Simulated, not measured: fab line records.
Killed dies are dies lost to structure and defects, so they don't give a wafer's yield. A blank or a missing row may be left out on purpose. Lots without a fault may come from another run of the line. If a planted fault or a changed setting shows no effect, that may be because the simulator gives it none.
fab line records | flow n5-finfet
record lots=7 wafers=39
route steps=1938 shown FIN_SAQP@130 SD_EPI_N@275 HKMG_FIN@421 MOL_CONTACT_COAG@624 BEOL_M2@883 BEOL_M4@1040 BEOL_M7@1308 BEOL_M8@1377 BEOL_M11@1579 BEOL_M12@1649 MIM_BOT@1833 PASSIVATION@1936
start-h: the number of hours between the record's first day and the start of the first shown wafer of the lot | wait-h: hours since the lot's step before | " identical to the entry in the row above | L1.1+2: one row covering several wafers at once | - value missing, or start not given | * or withheld: withheld | < > ~ a bound
route shown NAME@n: names a module that has steps shown in the file, with the first one's number in the route | usual: mean/standard deviation of fault-free wafers | same: alike in all rows | chamber/n: place in a boat | sites: per-site readings | _std_site: standard deviation of those values | _edge_site: outer sites' mean less inner sites' | radius-mm: how far each site lies from the wafer's centre | mask NAME#n: copy n | behind: tool/chamber where the wafer was last shaped | hold: the reason the lot was held/the length of the hold in hours/how it ended | device: the transistor (n, p or np) that didn't switch | end of line: the same wafers' tests at the end of the route | where a step has no rows: the recipe by itself | killed: dies that structure and defects cost at the first sort, which is not the same as the wafer's yield | map: a wafer's dies, x killed, . not, _ none there
set.NAME: the setting that was run; set.NAME@STEP: the one run at that earlier step | model.NAME: the simulator's own value behind a step, which no gauge read
lots run with intentionally changed settings; tables by step, rows by wafer
## steps
# step N5_FIN_SAQP_ETCH_65
# recipe chemistry=CF4 target=SiO2 target-depth-a=40 ion-energy-ev=350 time-s=4.4 pressure-mtorr=10 icp-w=800 bias-w=400 cf4-flow-sccm=80
# step N5_SD_EPI_N_ETCH_35
# recipe chemistry=N2/H2 target=SOC overetch-a=1080 mask-material=SiARC temp-c=40 ion-energy-ev=100 source-w=3000 bias-w=133 pressure-mtorr=20 time-s=486 n2-flow-sccm=200 h2-flow-sccm=200
# step N5_HKMG_FIN_PWFM_ALD_03
# recipe material=TiN target-thk-a=20 temp-c=400 ald-precursor-family=TiCl4 ald-co-reactant=NH3 pulse-time-s=1 purge-time-s=3 co-reactant-purge-time-s=2 co-reactant-pulse-time-s=2 ald-cycles=91 pressure-torr=3
# step N5_HKMG_FIN_ALD_71
# recipe material=TiN target-thk-a=10 temp-c=400 ald-precursor-family=TiCl4 ald-co-reactant=NH3 pulse-time-s=1 purge-time-s=3 co-reactant-purge-time-s=2 co-reactant-pulse-time-s=2 ald-cycles=47 pressure-torr=3
# step N5_MOL_CONTACT_COAG_CVD_140
# recipe material=W target-thk-a=665 mode=selective-fill temp-c=300 time-s=215
# step N5_BEOL_M2_ETCHBACK_99
# recipe chemistry=CHF3 target=SiO2 target-depth-a=50 time-s=10.4 source-w=215 bias-w=47 Ar_flow_sccm=200 CHF3_flow_sccm=12 ion-energy-ev=100 pressure-mtorr=30
# step N5_BEOL_M4_ETCH_64
# recipe chemistry=N2/H2 target=SOC target-depth-a=750 overetch-a=225 mask-material=SiARC temp-c=40 time-s=121.9 ion-energy-ev=200 pressure-mtorr=30 source-w=840 bias-w=150 n2-flow-sccm=200 h2-flow-sccm=200
# step N5_BEOL_M4_ETCH_70
# recipe chemistry=N2/H2 target=SOC target-depth-a=800 overetch-a=240 mask-material=SiARC temp-c=40 time-s=130 ion-energy-ev=200 pressure-mtorr=30 source-w=840 bias-w=150 n2-flow-sccm=200 h2-flow-sccm=200
# step N5_BEOL_M7_TRENCH_ETCH_37
# recipe chemistry=C4F6/O2 target-depth-a=934.78 target=SiCOH_lowk time-s=31.2 ion-energy-ev=250 pressure-mtorr=30 source-w=345 bias-w=185 Ar_flow_sccm=300 C4F6_flow_sccm=10 O2_flow_sccm=10
# step N5_BEOL_M8_TRENCH_ETCH_37
# step N5_BEOL_M11_ETCH_41
# recipe chemistry=CH3F/O2 target=SiCN target-depth-a=426 taper-deg=2 time-s=86 ion-energy-ev=120 mask-material=TiN pressure-mtorr=30 source-w=395 bias-w=75 Ar_flow_sccm=150 CH3F_flow_sccm=30 O2_flow_sccm=20
# step N5_BEOL_M12_SPUTTER_44
# recipe material=Ta target-thk-a=100 temp-c=50 bias-v=80 power-w=15000 chamber-pressure-pa=0.07 time-s=16.13
# step N5_MIM_BOT_SPUTTER_00
# recipe material=TiN target-thk-a=350 temp-c=200 power-w=3000 chamber-pressure-pa=0.49996 gas=Ar reactive-partial-pa=0.37997 time-s=89.7
# step N5_PASSIVATION_PROBE_49
# usual killed_at_M4_up=14/5.2 killed-at-front-end=41/12 killed-at-other=3.5/2.6
# columns lot.wafer tool chamber start-h wait-h set.time-s@FIN_SAQP_ETCH_65 set.time-s@SD_EPI_N_ETCH_35 set.co-reactant-pulse-time-s@HKMG_FIN_PWFM_ALD_03 set.ald-cycles@HKMG_FIN_ALD_71 set.target-thk-a@MOL_CONTACT_COAG_CVD_140 set.target-depth-a@BEOL_M2_ETCHBACK_99 set.target-depth-a@BEOL_M4_ETCH_64 set.time-s@BEOL_M4_ETCH_70 set.target-depth-a@BEOL_M7_TRENCH_ETCH_37 set.time-s@BEOL_M8_TRENCH_ETCH_37 set.time-s@BEOL_M11_ETCH_41 set.target-thk-a@BEOL_M12_SPUTTER_44 set.time-s@MIM_BOT_SPUTTER_00 killed_at_M4_up killed-at-front-end killed-at-other
L075.1 prober-02 - 273.98 0.0 2.079 337.2 2 47 313.2 26.1 750 130 1419 31.2 86 100 89.7 13 1119 4
L075.2 prober-02 - 274.03 0.1 4.4 337.2 2 47 665 26.1 750 130 934.78 31.2 102.7 100 89.7 24 1118 0
L075.3 prober-02 - 274.08 0.1 4.4 486 2 47 313.2 50 750 130 1419 16.27 102.7 100 118.7 804 26 249
L075.4 prober-02 - 274.13 0.2 2.079 486 2 47 665 26.1 750 166.9 1419 16.27 86 100 89.7 728 20 3
L075.5 prober-02 - 274.18 0.2 4.4 486 2 47 313.2 50 750 166.9 934.78 31.2 102.7 100 118.7 18 18 877
L075.6 prober-02 - 274.23 0.3 2.079 337.2 2 47 665 50 750 166.9 934.78 16.27 86 100 118.7 13 1123 2
L077.1 prober-02 - 279.24 0.0 4.4 486 2 47 418.9 36.21 946.9 183.1 934.78 31.2 86 100 89.7 13 30 2
L077.2 prober-02 - 279.29 0.1 4.4 632.5 1.223 47 418.9 50 750 183.1 751.4 15.64 57.53 100 89.7 964 64 1
L077.3 prober-02 - 279.34 0.1 4.4 486 2 47 665 36.21 750 183.1 751.4 15.64 86 100 117.9 471 51 437
L077.4 prober-02 - 279.39 0.2 4.4 486 1.223 47 665 50 946.9 130 751.4 31.2 86 100 89.7 9 43 1
L077.5 prober-02 - 279.44 0.2 4.4 632.5 2 47 665 50 946.9 130 934.78 15.64 57.53 100 117.9 825 66 195
L077.6 prober-02 - 279.49 0.3 4.4 632.5 1.223 47 418.9 36.21 750 130 934.78 31.2 57.53 100 117.9 10 43 790
L076.2 prober-01 - 283.61 0.1 4.4 486 2 47 665 50 750 130 934.78 31.2 86 100 89.7 22 49 2
L076.3 prober-01 - 283.66 0.1 4.4 486 2 47 665 50 750 130 934.78 31.2 86 100 89.7 20 37 4
L076.5 prober-01 - 283.76 0.2 4.4 486 2 47 665 50 750 130 934.78 31.2 86 100 89.7 14 42 0
L078.1 prober-01 - 301.33 0.0 4.4 486 2 69 410.2 50 1066 201.4 934.78 31.2 86 100 134 16 38 1090
L078.2 prober-01 - 301.38 0.1 6.232 486 1.452 47 410.2 70.58 1066 130 934.78 31.2 57.1 100 134 9 30 1089
L078.3 prober-01 - 301.43 0.1 6.232 332 2 47 410.2 70.58 750 201.4 934.78 31.2 86 155.7 134 13 1101 1
L078.4 prober-01 - 301.48 0.2 4.4 332 1.452 69 665 50 1066 130 934.78 31.2 57.1 155.7 89.7 13 1120 3
L078.5 prober-01 - 301.53 0.2 6.232 486 1.452 69 665 70.58 750 201.4 934.78 31.2 57.1 100 89.7 20 27 1
L078.6 prober-01 - 301.58 0.3 4.4 332 2 47 665 50 750 130 934.78 31.2 86 155.7 89.7 6 1121 3
L086.1 prober-01 - 341.68 0.0 3.191 486 2 47 665 50 488.4 200.2 787.4 31.2 45.81 100 89.7 14 53 2
L086.2 prober-01 - 341.73 0.1 4.4 486 2 47 980.2 50 750 130 934.78 31.2 45.81 155.2 89.7 13 76 1
L086.3 prober-01 - 341.78 0.1 4.4 486 2 47 665 50 488.4 130 787.4 31.2 86 155.2 89.7 13 56 4
L086.4 prober-01 - 341.83 0.2 4.4 486 2 47 980.2 50 750 200.2 787.4 31.2 86 155.2 132.4 26 48 1037
L086.5 prober-01 - 341.88 0.2 3.191 486 2 47 665 50 750 130 934.78 31.2 86 100 132.4 9 53 1063
L086.6 prober-01 - 341.93 0.3 3.191 486 2 47 980.2 50 488.4 200.2 934.78 31.2 45.81 100 132.4 9 24 1101
L092.1 prober-01 - 373.19 0.0 2.242 486 2 47 1027 50 467.8 159.9 720.3 31.2 113.7 132 89.7 9 34 12
L092.2 prober-01 - 373.24 0.1 4.4 486 1.568 47 665 23.1 750 159.9 934.78 31.2 86 132 49.25 9 53 7
L092.3 prober-01 - 373.29 0.1 2.242 486 1.568 47 665 50 750 159.9 720.3 31.2 113.7 100 49.25 14 51 5
L092.4 prober-01 - 373.34 0.2 4.4 248 2 47 1027 23.1 750 130 720.3 31.2 86 132 89.7 12 1108 2
L092.5 prober-01 - 373.39 0.2 2.242 248 2 47 665 23.1 467.8 130 934.78 31.2 113.7 100 49.25 7 1124 2
L092.6 prober-01 - 373.44 0.3 4.4 248 1.568 47 1027 50 467.8 130 934.78 31.2 86 100 89.7 11 1135 5
L094.1 prober-01 - 378.08 0.0 4.4 486 2 60 523 50 750 130 934.78 31.2 133.7 100 55.91 21 58 1
L094.2 prober-01 - 378.13 0.1 6.708 486 2 47 665 50 583.2 130 934.78 31.2 86 100 89.7 11 56 2
L094.3 prober-01 - 378.18 0.1 6.708 283.7 2 47 523 50 583.2 109.6 934.78 31.2 86 72.44 55.91 16 1110 1
L094.4 prober-01 - 378.23 0.2 6.708 283.7 2 60 523 50 750 130 934.78 25.36 133.7 72.44 55.91 11 1110 2
L094.5 prober-01 - 378.28 0.2 4.4 486 2 60 665 50 583.2 109.6 934.78 25.36 133.7 100 89.7 11 36 0
L094.6 prober-01 - 378.33 0.3 4.4 283.7 2 47 665 50 750 109.6 934.78 25.36 86 72.44 89.7 9 1125 0
# killed by level:class
L075.1 SD_EPI_N:area-etch=1088 MOL_CONTACT_COAG:geometric-particle:open=17 BEOL_M0_SAQP:geometric-particle:short=5 FIN_SAQP:geometric-particle:open=4 STI_FIN_REVEAL:geometric-particle:open=4 DUMMY_GATE:geometric-particle:open=4 GATE_CUT:geometric-particle:short=4 BEOL_M1:geometric-particle:open=4
L075.2 SD_EPI_N:area-etch=1090 BEOL_M4:geometric-particle:open=14 BEOL_M3:geometric-particle:open=11 BEOL_M0_SAQP:geometric-particle:open=8 MOL_CONTACT_COAG:geometric-particle:open=6 STI_FIN_REVEAL:geometric-particle:open=5 DUMMY_GATE:geometric-particle:open=5 STARTING-WAFER:geometric-particle:short=4
L075.3 BEOL_M8:area-ecd=727 MIM_BOT:area-sputter=246 BEOL_M7:area-etch=57 MOL_CONTACT_COAG:geometric-particle:open=15 BEOL_M4:geometric-particle:open=9 BEOL_M3:geometric-particle:open=8 HKMG_FIN:area-etch=7 BEOL_M0_SAQP:geometric-particle:open=5
L075.4 BEOL_M8:area-ecd=672 BEOL_M7:area-etch=32 BEOL_M4:geometric-particle:open=16 MOL_CONTACT_COAG:geometric-particle:open=14 GATE_CUT:geometric-particle:short=6 BEOL_M1:geometric-particle:open=6 BEOL_M2:area-etchback=5 MOL_CONTACT_COAG:geometric-particle:short=4
L075.5 MIM_BOT:area-sputter=874 BEOL_M1:geometric-particle:open=11 MOL_CONTACT_COAG:geometric-particle:open=10 BEOL_M4:geometric-particle:open=9 BEOL_M0_SAQP:geometric-particle:open=8 BEOL_M2:geometric-particle:open=6 BEOL_M2:geometric-particle:short=5 FIN_SAQP:geometric-particle:short=4
L075.6 SD_EPI_N:area-etch=1099 MOL_CONTACT_COAG:geometric-particle:open=9 BEOL_M2:geometric-particle:open=9 BEOL_M3:geometric-particle:open=7 BEOL_M4:geometric-particle:open=6 GATE_CUT:geometric-particle:open=5 BEOL_M0_SAQP:geometric-particle:short=4 STI_FIN_REVEAL:geometric-particle:short=3
L077.1 BEOL_M0_SAQP:geometric-particle:short=11 BEOL_M2:geometric-particle:open=9 BEOL_M3:geometric-particle:open=8 MOL_CONTACT_COAG:geometric-particle:open=7 FIN_SAQP:geometric-particle:open=6 FIN_SAQP:geometric-particle:short=5 STI_FIN_REVEAL:geometric-particle:open=3 ILD0:geometric-particle:short=3
L077.2 BEOL_M8:area-ecd=951 FIN_SAQP:geometric-particle:open=16 BEOL_M0_SAQP:geometric-particle:open=16 BEOL_M0_SAQP:geometric-particle:short=13 FIN_SAQP:geometric-particle:short=12 HKMG_FIN:area-etch=11 BEOL_M3:geometric-particle:open=7 STARTING-WAFER:geometric-particle:open=6
L077.3 BEOL_M8:area-ecd=457 MIM_BOT:area-sputter=435 FIN_SAQP:geometric-particle:open=15 GATE_CUT:geometric-particle:short=11 BEOL_M0_SAQP:geometric-particle:open=8 BEOL_M0_SAQP:geometric-particle:short=8 BEOL_M3:geometric-particle:open=8 MOL_CONTACT_COAG:geometric-particle:open=7
L077.4 BEOL_M0_SAQP:geometric-particle:open=16 BEOL_M0_SAQP:geometric-particle:short=16 GATE_CUT:geometric-particle:short=12 MOL_CONTACT_COAG:geometric-particle:open=7 FIN_SAQP:geometric-particle:open=6 BEOL_M1:geometric-particle:short=6 GATE_CUT:geometric-particle:open=5 STARTING-WAFER:geometric-particle:short=4
L077.5 BEOL_M8:area-ecd=805 MIM_BOT:area-sputter=193 FIN_SAQP:geometric-particle:open=17 STI_FIN_REVEAL:geometric-particle:open=12 BEOL_M0_SAQP:geometric-particle:open=12 BEOL_M3:geometric-particle:open=10 DUMMY_GATE:geometric-particle:open=9 FIN_SAQP:geometric-particle:short=8
L077.6 MIM_BOT:area-sputter=789 BEOL_M0_SAQP:geometric-particle:short=12 BEOL_M3:geometric-particle:open=9 FIN_SAQP:geometric-particle:short=7 FIN_SAQP:geometric-particle:open=7 MOL_CONTACT_COAG:geometric-particle:open=6 DUMMY_GATE:geometric-particle:open=5 BEOL_M0_SAQP:geometric-particle:open=5
L076.2 MOL_CONTACT_COAG:geometric-particle:open=21 STI_FIN_REVEAL:geometric-particle:open=9 BEOL_M4:geometric-particle:open=9 FIN_SAQP:geometric-particle:open=8 BEOL_M4:geometric-particle:short=8 HKMG_FIN:area-etch=8 STI_FIN_REVEAL:geometric-particle:short=6 BEOL_M2:geometric-particle:open=5
L076.3 BEOL_M4:geometric-particle:open=14 FIN_SAQP:geometric-particle:open=12 MOL_CONTACT_COAG:geometric-particle:open=12 BEOL_M0_SAQP:geometric-particle:short=9 BEOL_M0_SAQP:geometric-particle:open=9 STI_FIN_REVEAL:geometric-particle:open=6 MOL_CONTACT_COAG:geometric-particle:short=5 GATE_CUT:geometric-particle:short=4
L076.5 MOL_CONTACT_COAG:geometric-particle:open=12 BEOL_M0_SAQP:geometric-particle:open=10 HKMG_FIN:area-etch=10 FIN_SAQP:geometric-particle:open=6 GATE_CUT:geometric-particle:short=5 DUMMY_GATE:geometric-particle:open=4 BEOL_M0_SAQP:geometric-particle:short=4 BEOL_M3:geometric-particle:open=4
L078.1 MIM_BOT:area-sputter=1085 BEOL_M2:geometric-particle:open=9 FIN_SAQP:geometric-particle:open=8 STI_FIN_REVEAL:geometric-particle:open=6 GATE_CUT:geometric-particle:short=6 GATE_CUT:geometric-particle:open=6 MOL_CONTACT_COAG:geometric-particle:open=6 BEOL_M3:geometric-particle:open=5
L078.2 MIM_BOT:area-sputter=1086 STI_FIN_REVEAL:geometric-particle:open=12 BEOL_M3:geometric-particle:open=10 MOL_CONTACT_COAG:geometric-particle:open=7 BEOL_M0_SAQP:geometric-particle:short=7 BEOL_M2:geometric-particle:open=7 BEOL_M0_SAQP:geometric-particle:open=6 BEOL_M1:geometric-particle:open=6
L078.3 SD_EPI_N:area-etch=1072 BEOL_M0_SAQP:geometric-particle:short=19 BEOL_M3:geometric-particle:open=12 BEOL_M0_SAQP:geometric-particle:open=9 BEOL_M0:geometric-particle:open=9 FIN_SAQP:geometric-particle:short=7 MOL_CONTACT_COAG:geometric-particle:open=7 BEOL_M4:geometric-particle:open=7
L078.4 SD_EPI_N:area-etch=1090 STI_FIN_REVEAL:geometric-particle:open=12 MOL_CONTACT_COAG:geometric-particle:open=11 BEOL_M0_SAQP:geometric-particle:open=9 BEOL_M0_SAQP:geometric-particle:short=6 BEOL_M2:geometric-particle:open=6 GATE_CUT:geometric-particle:open=5 BEOL_M1:geometric-particle:open=5
L078.5 BEOL_M4:geometric-particle:open=14 MOL_CONTACT_COAG:geometric-particle:open=10 STI_FIN_REVEAL:geometric-particle:open=9 BEOL_M2:geometric-particle:open=9 BEOL_M0_SAQP:geometric-particle:short=6 GATE_CUT:geometric-particle:short=5 DUMMY_GATE:geometric-particle:open=5 BEOL_M0_SAQP:geometric-particle:open=5
L078.6 SD_EPI_N:area-etch=1100 MOL_CONTACT_COAG:geometric-particle:open=14 BEOL_M2:geometric-particle:open=7 STI_FIN_REVEAL:geometric-particle:open=6 BEOL_M0_SAQP:geometric-particle:short=6 MOL_CONTACT_COAG:geometric-particle:short=4 GATE_CUT:geometric-particle:short=4 BEOL_M3:geometric-particle:open=4
L086.1 FIN_SAQP:geometric-particle:open=14 MOL_CONTACT_COAG:geometric-particle:open=10 BEOL_M0:geometric-particle:open=10 GATE_CUT:geometric-particle:short=9 BEOL_M1:geometric-particle:open=8 FIN_SAQP:geometric-particle:short=8 BEOL_M4:geometric-particle:open=7 HKMG_FIN:area-etch=6
L086.2 FIN_SAQP:geometric-particle:open=24 BEOL_M1:geometric-particle:open=16 HKMG_FIN:area-etch=12 FIN_SAQP:geometric-particle:short=10 STI_FIN_REVEAL:geometric-particle:open=8 BEOL_M1:geometric-particle:short=8 MOL_CONTACT_COAG:geometric-particle:open=7 GATE_CUT:geometric-particle:short=7
L086.3 FIN_SAQP:geometric-particle:open=18 MOL_CONTACT_COAG:geometric-particle:open=12 FIN_SAQP:geometric-particle:short=9 GATE_CUT:geometric-particle:short=9 BEOL_M1:geometric-particle:open=9 BEOL_M0_SAQP:geometric-particle:open=6 BEOL_M3:geometric-particle:open=5 BEOL_M4:geometric-particle:open=5
L086.4 MIM_BOT:area-sputter=1035 BEOL_M1:geometric-particle:open=14 FIN_SAQP:geometric-particle:open=13 MOL_CONTACT_COAG:geometric-particle:open=11 BEOL_M0_SAQP:geometric-particle:open=10 BEOL_M3:geometric-particle:open=10 GATE_CUT:geometric-particle:short=9 BEOL_M0:geometric-particle:open=7
L086.5 MIM_BOT:area-sputter=1062 BEOL_M1:geometric-particle:open=20 FIN_SAQP:geometric-particle:open=12 MOL_CONTACT_COAG:geometric-particle:open=12 STI_FIN_REVEAL:geometric-particle:open=11 GATE_CUT:geometric-particle:short=11 GATE_CUT:geometric-particle:open=11 BEOL_M0:geometric-particle:open=6
L086.6 MIM_BOT:area-sputter=1095 MOL_CONTACT_COAG:geometric-particle:open=16 BEOL_M2:geometric-particle:open=7 FIN_SAQP:geometric-particle:open=6 GATE_CUT:geometric-particle:short=5 BEOL_M0_SAQP:geometric-particle:short=5 BEOL_M1:geometric-particle:open=5 DUMMY_GATE:geometric-particle:open=3
L092.1 STI_FIN_REVEAL:geometric-particle:open=8 HKMG_FIN:area-etch=7 BEOL_M2:geometric-particle:open=6 MIM_TOP_ETCH:geometric-particle:short=5 FIN_SAQP:geometric-particle:open=4 BEOL_M0_SAQP:geometric-particle:short=4 BEOL_M1:geometric-particle:open=4 BEOL_M3:geometric-particle:open=4
L092.2 BEOL_M2:area-etchback=1075 FIN_SAQP:geometric-particle:open=21 FIN_SAQP:geometric-particle:short=11 STI_FIN_REVEAL:geometric-particle:open=10 BEOL_M0_SAQP:geometric-particle:open=8 BEOL_M0_SAQP:geometric-particle:short=6 MOL_CONTACT_COAG:geometric-particle:open=5 BEOL_M1:geometric-particle:open=5
L092.3 MOL_CONTACT_COAG:geometric-particle:open=17 FIN_SAQP:geometric-particle:open=16 FIN_SAQP:geometric-particle:short=10 BEOL_M0_SAQP:geometric-particle:open=10 BEOL_M0_SAQP:geometric-particle:short=9 STI_FIN_REVEAL:geometric-particle:open=8 BEOL_M2:geometric-particle:open=8 BEOL_M3:geometric-particle:open=4
L092.4 SD_EPI_N:area-etch=1070 BEOL_M0_SAQP:geometric-particle:open=13 FIN_SAQP:geometric-particle:open=10 BEOL_M3:geometric-particle:open=8 BEOL_M0_SAQP:geometric-particle:short=7 BEOL_M1:geometric-particle:open=7 STARTING-WAFER:geometric-particle:short=7 STI_FIN_REVEAL:geometric-particle:open=6
L092.5 SD_EPI_N:area-etch=1095 MOL_CONTACT_COAG:geometric-particle:open=12 DUMMY_GATE:geometric-particle:open=10 BEOL_M3:geometric-particle:open=10 BEOL_M0_SAQP:geometric-particle:short=7 FIN_SAQP:geometric-particle:short=5 FIN_SAQP:geometric-particle:open=5 MOL_CONTACT_COAG:geometric-particle:short=5
L092.6 SD_EPI_N:area-etch=1102 FIN_SAQP:geometric-particle:open=8 MOL_CONTACT_COAG:geometric-particle:open=7 BEOL_M2:geometric-particle:open=7 BEOL_M1:geometric-particle:open=6 FIN_SAQP:geometric-particle:short=5 STI_FIN_REVEAL:geometric-particle:open=5 GATE_CUT:geometric-particle:short=4
L094.1 BEOL_M4:geometric-particle:open=16 BEOL_M3:geometric-particle:open=13 STI_FIN_REVEAL:geometric-particle:open=12 HKMG_FIN:area-etch=10 FIN_SAQP:geometric-particle:open=9 MOL_CONTACT_COAG:geometric-particle:open=8 BEOL_M1:geometric-particle:short=7 FIN_SAQP:geometric-particle:short=6
L094.2 STI_FIN_REVEAL:geometric-particle:open=20 BEOL_M3:geometric-particle:open=10 FIN_SAQP:geometric-particle:short=9 BEOL_M4:geometric-particle:open=8 FIN_SAQP:geometric-particle:open=7 BEOL_M1:geometric-particle:open=5 GATE_CUT:geometric-particle:short=4 STARTING-WAFER:geometric-particle:open=4
L094.3 SD_EPI_N:area-etch=1057 BEOL_M3:geometric-particle:open=24 STI_FIN_REVEAL:geometric-particle:open=16 FIN_SAQP:geometric-particle:short=10 BEOL_M4:geometric-particle:open=8 MOL_CONTACT_COAG:geometric-particle:open=7 BEOL_M1:geometric-particle:open=7 FIN_SAQP:geometric-particle:open=6
L094.4 SD_EPI_N:area-etch=1060 STI_FIN_REVEAL:geometric-particle:open=20 MOL_CONTACT_COAG:geometric-particle:open=17 BEOL_M1:geometric-particle:open=14 FIN_SAQP:geometric-particle:open=9 BEOL_M3:geometric-particle:open=8 BEOL_M4:geometric-particle:open=7 STI_FIN_REVEAL:geometric-particle:short=6
L094.5 STI_FIN_REVEAL:geometric-particle:open=12 MOL_CONTACT_COAG:geometric-particle:open=9 BEOL_M1:geometric-particle:open=8 BEOL_M3:geometric-particle:open=8 FIN_SAQP:geometric-particle:open=6 FIN_SAQP:geometric-particle:short=4 GATE_CUT:geometric-particle:short=4 BEOL_M4:geometric-particle:open=4
L094.6 SD_EPI_N:area-etch=1070 STI_FIN_REVEAL:geometric-particle:open=17 FIN_SAQP:geometric-particle:open=11 MOL_CONTACT_COAG:geometric-particle:open=11 BEOL_M1:geometric-particle:open=10 FIN_SAQP:geometric-particle:short=8 BEOL_M3:geometric-particle:open=7 BEOL_M0_SAQP:geometric-particle:open=6
## key
split step=N5_FIN_SAQP_ETCH_65 setting=time-s stated-as=4.4
response none clear
split step=N5_SD_EPI_N_ETCH_35 setting=time-s stated-as=486
response step=N5_PASSIVATION_PROBE_49 reading=killed-at-front-end slope=-24.1 per=1% together-with=all explained=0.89
split step=N5_HKMG_FIN_PWFM_ALD_03 setting=co-reactant-pulse-time-s stated-as=2
response none clear
split step=N5_HKMG_FIN_ALD_71 setting=ald-cycles stated-as=47
response none clear
split step=N5_MOL_CONTACT_COAG_CVD_140 setting=target-thk-a stated-as=665
response none clear
split step=N5_BEOL_M2_ETCHBACK_99 setting=target-depth-a stated-as=50
response none clear
split step=N5_BEOL_M4_ETCH_64 setting=target-depth-a stated-as=750
response none clear
split step=N5_BEOL_M4_ETCH_70 setting=time-s stated-as=130
response none clear
split step=N5_BEOL_M7_TRENCH_ETCH_37 setting=target-depth-a stated-as=934.78
response none clear
split step=N5_BEOL_M8_TRENCH_ETCH_37 setting=time-s stated-as=31.2
response step=N5_PASSIVATION_PROBE_49 reading=killed_at_M4_up slope=-11.9 per=1% together-with=all explained=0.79
split step=N5_BEOL_M11_ETCH_41 setting=time-s stated-as=86
response none clear
split step=N5_BEOL_M12_SPUTTER_44 setting=target-thk-a stated-as=100
response none clear
split step=N5_MIM_BOT_SPUTTER_00 setting=time-s stated-as=89.7
response step=N5_PASSIVATION_PROBE_49 reading=killed-at-other slope=+12.5 per=1% together-with=all explained=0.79
